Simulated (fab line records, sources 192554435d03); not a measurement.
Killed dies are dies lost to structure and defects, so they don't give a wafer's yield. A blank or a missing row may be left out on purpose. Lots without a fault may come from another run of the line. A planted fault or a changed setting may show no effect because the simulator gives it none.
Chamber matching | flow n5_finfet | N5_BEOL_M11_CURE_72 on uv_cure-02: 3 sister chambers
The step cures SiCOH lowk, time 120 s. 20 wafers are shown with their chamber, then 10 later ones without.

WAFERS WITH THEIR CHAMBER
wafer  | chamber | wafer_temp_C_max | lamp_power_pct (%)
L076.2 | 1       | 371.3            | 52.36
L076.4 | 1       | 371.0            | 52.39
L076.6 | 1       | 370.9            | 52.31
L081.3 | 0       | 371.5            | 52.29
L081.4 | 0       | 372.0            | 52.38
L081.6 | 0       | 371.7            | 52.31
L084.1 | 0       | 371.5            | 52.35
L084.5 | 0       | 371.4            | 52.31
L084.6 | 0       | 371.6            | 52.32
L086.1 | 0       | 372.0            | 52.25
L086.5 | 0       | 371.7            | 52.41
L086.6 | 0       | 371.3            | 52.33
L086.2 | 0       | 371.8            | 52.33
L086.3 | 0       | 371.4            | 52.39
L086.4 | 0       | 371.0            | 52.37
L090.1 | 2       | 371.1            | 52.23
L090.5 | 2       | 371.2            | 52.37
L090.6 | 2       | 371.1            | 52.40
L090.2 | 2       | 371.3            | 52.32
L090.3 | 2       | 371.2            | 52.28

SIGNATURES (means of the wafers above)
reading          | chamber 0 | chamber 1 | chamber 2 | scatter within a chamber
wafer_temp_C_max | 371.575   | 371.067   | 371.180   | 0.247
lamp_power_pct   | 52.3367   | 52.3533   | 52.3200   | 0.0513
Rule: a wafer's distance from a chamber is the root of the sum, over the readings, of the square of ((its reading less the chamber's mean) divided by the reading's scatter). The wafer belongs to the nearest chamber; if the next one is less than 2 further off, it can't be placed. The scatter: the root of (the sum of the squares of (reading less its chamber's mean) over the shown wafers, divided by (wafers less chambers)).

WAFERS WITHOUT THEIR CHAMBER
wafer  | wafer_temp_C_max | lamp_power_pct (%)
L090.4 | 371.5            | 52.21
L093.1 | 371.1            | 52.39
L093.2 | 371.5            | 52.31
L093.5 | 371.1            | 52.45
L093.3 | 370.7            | 52.33
L093.4 | 370.9            | 52.21
L093.6 | 371.4            | 52.34
L092.2 | 371.6            | 52.35
L092.4 | 371.8            | 52.36
L092.6 | 371.6            | 52.29

WHICH CHAMBER EACH WENT THROUGH
wafer  | from the rows above          | in truth
L090.4 | can't be placed: 0 or 2 or 1 | 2
L093.1 | can't be placed: 1 or 2 or 0 | 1
L093.2 | can't be placed: 0 or 2 or 1 | 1
L093.5 | can't be placed: 1 or 2 or 0 | 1
L093.3 | can't be placed: 1 or 2 or 0 | 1
L093.4 | can't be placed: 2 or 1 or 0 | 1
L093.6 | can't be placed: 0 or 2 or 1 | 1
L092.2 | can't be placed: 0 or 2 or 1 | 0
L092.4 | can't be placed: 0 or 2 or 1 | 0
L092.6 | can't be placed: 0 or 2 or 1 | 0
Placed correctly: 0 of 10. Can't be placed from these rows: 10 (the true chamber is among the candidates in 10). Placed wrongly: 0.
